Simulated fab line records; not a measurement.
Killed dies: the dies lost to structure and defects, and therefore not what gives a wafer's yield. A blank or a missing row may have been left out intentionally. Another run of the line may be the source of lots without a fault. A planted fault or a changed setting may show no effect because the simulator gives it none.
Matching of chambers    flow n5 finfet    N5_BEOL_M5_CMP_52 on cmp-01: 4 sister chambers
The step polishes, stops on SiCOH lowk, t overpolish 6.9 s, target thk 62 nm. 7 wafers are shown with their chamber, then 8 later ones without.

## WAFERS, EACH WITH ITS CHAMBER
wafer   chamber  motor current A (A)  overpolish run s (s)
L081.5  1        7.0                  6.896
L083.5  2        6.4                  6.900
L083.6  3        6.5                  6.895
L084.2  0        6.9                  6.908
L084.4  2        6.3                  6.904
L084.5  0        7.6                  6.909
L090.2  1        7.1                  6.897

## WAFERS WITHOUT THEIR CHAMBER
wafer   motor current A (A)  overpolish run s (s)
L090.5  7.6                  6.912
L090.6  6.5                  6.903
L093.3  7.4                  6.897
L093.4  6.4                  6.899
L093.5  7.4                  6.907
L096.2  7.2                  6.916
L096.3  7.3                  6.882
L096.6  7.2                  6.884

## WHICH CHAMBER EACH ONE RAN IN
wafer    from the rows above            in truth
L090.5   0                              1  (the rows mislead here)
L090.6   2                              2
L093.3   1                              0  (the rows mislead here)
L093.4   can't be placed: 2 or 3 or 1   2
L093.5   0                              0
L096.2   0                              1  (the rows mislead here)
L096.3   can't be placed: 3 or 1        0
L096.6   can't be placed: 3 or 1        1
2 of 8 placed correctly. Unplaceable from these rows: 3, with the true chamber sitting among the candidates in 2. Number placed wrongly: 3.
How it was worked out, from the rows above alone: a wafer's distance from a chamber is the root of the sum, over the readings, of the square of ((its reading less the chamber's mean) divided by the reading's scatter). If the next closest chamber is less than 2 further off than the closest, the wafer can't be placed; otherwise it belongs to the closest. For every chamber, the mean is computed from those of its wafers that are shown. The scatter is the square root of a quotient: the sum, over the shown wafers, of each reading's squared deviation from its chamber's mean, divided by wafers minus chambers.
